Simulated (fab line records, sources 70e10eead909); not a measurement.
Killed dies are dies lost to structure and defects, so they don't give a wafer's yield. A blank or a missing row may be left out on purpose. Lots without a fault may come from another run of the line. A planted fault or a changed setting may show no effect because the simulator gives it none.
Problem report in the 8D (eight disciplines) form, filled by code | flow nand_harc | the parts of the form that need people (team, actions taken, sign-off) are left out

1. THE PROBLEM
killed_at_periphery at NHARC_END_SORT_01 reads a mean of 559.0 on 3 wafers of 2 lots; wafers without a fault read 3.5 with a standard deviation of 2.3. That is +99 or more standard deviations from the usual mean.
First seen on wafer L697.1, day 30 18:44, on prober-02. The record holds 6 wafers of 2 lots with a number at this step. Rule for "out", or "out of limits": more than 4 standard deviations from the usual mean. The other wafers with a number count as sound.

2. WHAT IT IS AND WHAT IT IS NOT
question                    | is                                                     | is not
which readings at this step | killed_at_periphery, defect_limited_yield, killed_dies | killed_at_other, killed_open
which lots                  | L697, L699                                             | -
which wafers of those lots  | L697.1, L697.6, L699.6                                 | L697.5, L699.3, L699.5
read on which gauges        | prober-01, prober-02                                   | -
when                        | from day 30 18:44                                      | up to then (0 sound wafers); but 3 sound wafers of L697, L699 came after

3. SUSPECTS, AND WHAT RULES EACH OUT
Counting: a tool at a process step up to the reading stays a suspect if it ran every lot that is out. Sound lots after the first of them don't rule it out here, since some wafers of a struck lot are sound.
- the gauge at NHARC_END_SORT_01: ruled out. The wafers that are out were read on 2 gauges (prober-01, prober-02).
- ecd_cu-02 at NHARC_P_M0_ECD_22 (material Cu, target thk 400 nm): kept. It ran every lot that is out, first L697 (day 12 01:38).
- pvd_sputter-01 at NHARC_THIN_TSV_DEGAS_53 (time 60 s): kept. It ran every lot that is out, first L699 (day 30 07:35).
Left after counting: ecd_cu-02 at NHARC_P_M0_ECD_22, pvd_sputter-01 at NHARC_THIN_TSV_DEGAS_53.

4. THE CAUSE (what the simulator had put in)
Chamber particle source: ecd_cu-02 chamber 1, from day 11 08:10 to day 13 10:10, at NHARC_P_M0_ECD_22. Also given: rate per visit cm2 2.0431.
Counting left 2 suspects, and this tool is among them.

5. THE CHAIN OF EFFECTS, in route order
Each row: a reading whose mean over the struck wafers that have a number lies more than 3 standard deviations from the usual. Only readings for which the record gives a usual standard deviation are gone through. hours: the time from each lot's start at the first step in this table that gives one to its start at this step, as a median over the lots. sigmas: the change in usual standard deviations.
hours | step              | reading              | usual  | on struck wafers | change | sigmas
0     | NHARC_END_SORT_01 | defect_limited_yield | 89.8 % | 13.4             | -76.4  | -26
0     | NHARC_END_SORT_01 | killed_at_periphery  | 3.5    | 559.0            | +555.5 | +99 or more
0     | NHARC_END_SORT_01 | killed_dies          | 69     | 586              | +517   | +27

6. WHAT WOULD HAVE CAUGHT IT SOONER
In this record the first reading out of limits at a measuring or inspecting step was taken at day 30 18:44, 467 hours after the fault began at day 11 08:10.
All the lots that are out (2) had begun NHARC_P_M0_ECD_22 on ecd_cu-02 by day 30 18:44. A hold on the tool at that time would have spared none of them.
